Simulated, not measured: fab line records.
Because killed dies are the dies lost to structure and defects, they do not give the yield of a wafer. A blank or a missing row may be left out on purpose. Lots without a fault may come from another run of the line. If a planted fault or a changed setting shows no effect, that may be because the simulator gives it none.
Chamber matching	flow n5_finfet	N5_BEOL_M14_STRIP_37 on rie_diel-04 has 4 sister chambers
The step strips in O2. 4 wafers are shown with their chamber, then 11 later ones without.

== WAFERS, EACH WITH ITS CHAMBER ==
wafer	chamber	drypump_motor_current_A (A)
L079.2	3	4.9
L085.4	2	5.5
L085.5	1	5.4
L091.1	0	6.1

== WAFERS WITH NO CHAMBER GIVEN ==
wafer	drypump_motor_current_A (A)
L091.3	5.4
L091.6	5.4
L093.2	5.5
L093.3	5.4
L093.5	6.0
L095.1	4.9
L095.3	5.4
L095.6	5.4
L096.2	5.5
L096.3	6.0
L096.5	5.4

== THE CHAMBER EACH PASSED THROUGH ==
wafer	from the rows above	in truth
L091.3	1	1
L091.6	1	1
L093.2	2	2
L093.3	1	1
L093.5	0	0
L095.1	3	3
L095.3	1	1
L095.6	1	1
L096.2	2	2
L096.3	0	0
L096.5	1	1
Placed correctly: 11 of 11. Can't be placed from these rows: 0. Placed wrongly: 0.
How it was worked out, from the rows above alone: a wafer's distance from a chamber is the root of the sum, over the readings, of the square of ((its reading less the chamber's mean) divided by the reading's scatter). The wafer belongs to the nearest chamber; if the next one is less than 2 further off, it can't be placed. A chamber's mean is the mean of its shown wafers. The scatter (one wafer shown for each chamber): square how far every hidden wafer sits from the nearest shown wafer, average those squares and take the square root.
